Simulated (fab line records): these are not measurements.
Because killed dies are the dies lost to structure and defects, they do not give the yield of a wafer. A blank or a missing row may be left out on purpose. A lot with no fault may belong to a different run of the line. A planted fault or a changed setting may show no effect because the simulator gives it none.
Which tool did it?    flow n5 finfet    7 lots with 21 wafers sampled at 4 steps, on a route of 1938 steps

## WHAT EACH GAUGE READ, for each wafer
N5_BEOL_M12_CD_MEAS_17: the cd target is 140 nm.
lot   measured      on         cd nm (nm)
L369  day 13 20:04  cd sem-02  140.0 138.7 140.4
L371  day 13 20:37  cd sem-03  139.9 140.9 141.8
L375  day 14 08:40  cd sem-01  140.5 138.9 140.1
L378  day 15 11:34  cd sem-03  - - -
L383  day 17 07:32  cd sem-02  136.6 138.0 139.4
L385  day 17 09:34  cd sem-03  142.0 140.6 141.8
L388  day 18 17:46  cd sem-02  144.5 143.3 144.0

## WHAT TOOL EACH LOT RAN ON (gives the tool, then ch and the chambers of the sampled wafers, and finally the start)
lot   N5_BEOL_M11_TRENCH_ETCH_37                     N5_BEOL_M12_ILD_DEP_00           N5_BEOL_M12_VIA_ETCH_16
L369  rie diel-02 ch 1,2,3, day 13 18:52 or earlier  pecvd-03 ch 0,2, day 13 19:03    rie diel-01 ch 1,2,3, day 13 19:40
L371  rie diel-03 ch 1,2, day 13 19:03 or earlier    pecvd-04 ch 0,1, day 13 19:14    rie diel-01 ch 2,3, day 13 20:10
L375  rie diel-05 ch 1,2, day 14 06:46 or earlier    pecvd-01 ch 1,2, day 14 06:57    rie diel-04 ch 1,3, day 14 08:15
L378  rie diel-02 ch 1,3, day 15 10:07 or earlier    pecvd-04 ch 0,1,2, day 15 10:18  rie diel-04 ch 1,2, day 15 11:10
L383  rie diel-02 ch 0,1,2, day 17 06:08 or earlier  pecvd-03 ch 0, day 17 06:19      rie diel-06 ch 1,2,3, day 17 07:07
L385  rie diel-05 ch 1,3, day 17 08:17 or earlier    pecvd-04 ch 0,2, day 17 08:30    rie diel-04 ch 1,3, day 17 09:10
L388  rie diel-03 ch 1,2,3, day 18 16:26 or earlier  pecvd-01 ch 0,1,2, day 18 16:37  rie diel-04 ch 0,1,2, day 18 17:22
- N5_BEOL_M11_TRENCH_ETCH_37: etches SiCOH lowk in C4F6/O2, target depth 148.83 nm, time 48 s.
- N5_BEOL_M12_ILD_DEP_00: deposits SiOC from DEMS/O2, target thk 658.92 nm, time 130.7 s.
- N5_BEOL_M12_VIA_ETCH_16: etches SiOC in C4F8/O2/Ar, target depth 724.8 nm.

## THE ANSWER, worked out from the rows above alone
Rule: the lots themselves supply what counts as usual. The widest of any qualifying gaps counts: lots, ordered by their means at a reading, are off when they make up no more than a third of the lots, leave a main group of 4 or more, and stand apart from it by 3 or more times the standard deviation of that group's means. If all means in a main group match to the digits the tables above print for the reading, that group is not used. A lot without any number at a reading at which 4 lots or more have one is off too. All remaining lots with rows at the step are treated as sound.
Off: L378, at N5_BEOL_M12_CD_MEAS_17 (cd nm). Without a number there: L378. The main group has a mean of 140.6 nm with a standard deviation of 1.8.
A tool fits if, at a process step before that reading, it ran every lot that is off, and no sound lot after the first of them. Gauges at N5_BEOL_M12_CD_MEAS_17: tried the same way as those tools. N5_BEOL_M11_TRENCH_ETCH_37: start missing for some lots; hours and lot order therefore follow N5_BEOL_M11_THK_MEAS_53. No candidate that was tried fits.

## WHAT WAS PUT IN BY THE SIMULATOR
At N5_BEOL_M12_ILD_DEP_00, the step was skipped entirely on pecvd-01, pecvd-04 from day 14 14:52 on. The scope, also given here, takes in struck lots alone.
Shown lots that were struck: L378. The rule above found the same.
